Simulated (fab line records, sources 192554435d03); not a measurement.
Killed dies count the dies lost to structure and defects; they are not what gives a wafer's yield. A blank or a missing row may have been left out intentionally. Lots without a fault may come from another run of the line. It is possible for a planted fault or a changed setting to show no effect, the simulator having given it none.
A lot that was struck, set against a sound lot	flow n5-finfet	31 out of 1938 route steps
Sound: wafers L107.1, L107.2, L107.3. Struck: wafer L100.1. (L100.4 of the same lot was not struck and is left out.) The cause comes at the end.
Order at every step that has rows: each side's tool, ch and its chambers, its first start. Under that, the readings that differ: sound wafers	struck wafers	difference of the means	sigmas: that difference in standard deviations of wafers without a fault.
alike: same words and numbers on both sides, and readings whose means sit less than 2 such deviations apart. not compared: any withheld reading, any reading some wafer has no value for, any bound like >300 that may hide the same value, and any number with overlapping values for which the record gives no deviation.
The two part at a step that has a row with sigmas, a row that says differs or no value, or rows on one side only. Numbers that don't overlap but have no deviation are shown without sigmas and don't part them. A reading missing from all wafers of one side parts the sides only when that side holds two or more wafers.

first, 8 steps without rows for these wafers: N5_ILD0_LINER_00 (material SiNx, target thk 4 nm, pulse time 1 s, purge time 2 s); N5_ILD0_FCVD_FILL_01 (material SiO2 flowable, target thk 200 nm, time 328.3 s); N5_ILD0_CURE_02 (time 1800 s); N5_ILD0_CMP_03 (polishes, stops on SiNx, t overpolish 1.9 s, target thk 197.38 nm); N5_ILD0_CMP_07 (polishes SiO2 flowable, stops on poly-Si, t overpolish 1.18 s, target thk 138.88 nm); N5_ILD0_PRECLEAN_10 (cleans in NF3:NH3, afs cycles 5, time 20 s, sublimation time 60 s); N5_ILD0_ALD_15 (deposits SiNx, target thk 24 nm, pulse time 1 s, ald cycles 480); N5_ILD0_CMP_12 (polishes SiNx, stops on poly-Si, t overpolish 6 s, target thk 17.67 nm).
N5_SDB_HM_DEP_00: deposits SiNx from SiH4/NH3/N2, target thk 40 nm, time 35.3 s.
  sound on pecvd-04 ch 0,1,2, day 8 05:35; struck on pecvd-01 ch 2, day 6 12:37
reading	sound	struck	difference	sigmas
model.SiNx_of_SDB_HM_DEP_00.thk-nm (nm)	39.6 39.8 40.4	42.6	+2.7	
  alike: heater-power-w, showerhead-plenum-p-Torr, throttle-valve-pct
then, 13 steps without rows for these wafers: N5_SDB_COAT_03 (time 60 s, resist thk 100 nm); N5_SDB_COAT_04 (time 60 s, resist thk 18 nm); N5_SDB_COAT_05 (resist thk 90 nm); N5_SDB_EBR_07; N5_SDB_SOFTBAKE_06 (time 60 s); N5_SDB_EXPOSE_08 (exposes mask SDB); N5_SDB_PEB_09 (peb time 60 s); N5_SDB_DEVELOP_10 (develop time 30 s); N5_SDB_DESCUM_16 (chemistry O2, time 7.9 s); N5_SDB_ETCH_17 (etches SiARC in CF4, target depth 23.4 nm, time 39 s); N5_SDB_ETCH_18 (etches SOC in N2/H2, target depth 100 nm, overetch 20 nm, time 150 s); N5_SDB_STRIP_19 (strips in N2/H2); N5_SDB_STRIP_21 (strips in CF4).
N5_SDB_HM_OPEN_20: chemistry CH3F/O2, target SiNx, stops on poly-Si, target depth 24 nm.
  sound on rie-diel-04 ch 1,2,3, day 8 06:14; struck on rie-diel-06 ch 1, day 6 14:07
reading	sound	struck	difference	sigmas
showerhead-plenum-p-Torr (Torr)	2.07 1.92 2.04	1.84	-0.17	-2
model.etch.depth-nm (nm)	23.53 23.86 24.32	26.53	+2.63	
  alike: drypump-motor-current-A, oes-product-au, rf-vpp-V, throttle-valve-pct
  not compared: rf-hours-counter-h
then, 5 steps without rows for these wafers: N5_SDB_STRIP_22 (strips in N2/H2); N5_SDB_PRECLEAN_23 (cleans in dHF, time 30 s); N5_SDB_DUMMY_REMOVE_24 (chemistry TMAH, target poly-Si, stops on SiO2, target depth 142 nm, time 57 s, rinse time 30 s); N5_SDB_ETCH_25 (etches SiO2 in C4F6/O2, target depth 10 nm, time 3.3 s); N5_SDB_CUT_ETCH_26 (etches Si in HBr/Cl2/O2, target depth 129.6 nm, bt time 20 s, time 51.8 s).
N5_SDB_PRECLEAN_38: cleans in dHF, time 10 s.
  sound on wet-bench-04 ch 0,1,2, day 8 07:16; struck on wet-bench-04 ch 6, day 6 14:37
reading	sound	struck	difference	sigmas
model.SiNx_of_SDB_HM_DEP_00.thk-nm (nm)	21.4 22 22	24.8	+3.0	
then, 1 step without rows for these wafers: N5_SDB_PRECLEAN_39 (cleans in O3/DIW, time 45 s).
-- the record jumps here: 5 days lie between the struck wafers' starts before and after (it left off in module SDB and takes up again in module BEOL_M4, whose first step shown is number 1111 of the route) --
N5_BEOL_M4_RC_MEAS_101:
  sound on prober-01 ch 0, day 12 22:49; struck on prober-02 ch 0, day 11 04:26
reading	sound	struck	difference	sigmas
IOFF_N (nA/um)	0.16 0.20 0.15	0.24	+0.07	+2
IOFF_P (nA/um)	0.20 0.24 0.21	0.30	+0.08	+2
VT_N (mV)	249 249 251	241	-9	-3
  alike: DIBL_N, DIBL_P, ION_N, ION_P, SS_N, SS_P, VT_P

WHERE THEY PART
First at N5_SDB_HM_OPEN_20; last, within this record, at N5_BEOL_M4_RC_MEAS_101.

WHY: the cause the simulator had injected
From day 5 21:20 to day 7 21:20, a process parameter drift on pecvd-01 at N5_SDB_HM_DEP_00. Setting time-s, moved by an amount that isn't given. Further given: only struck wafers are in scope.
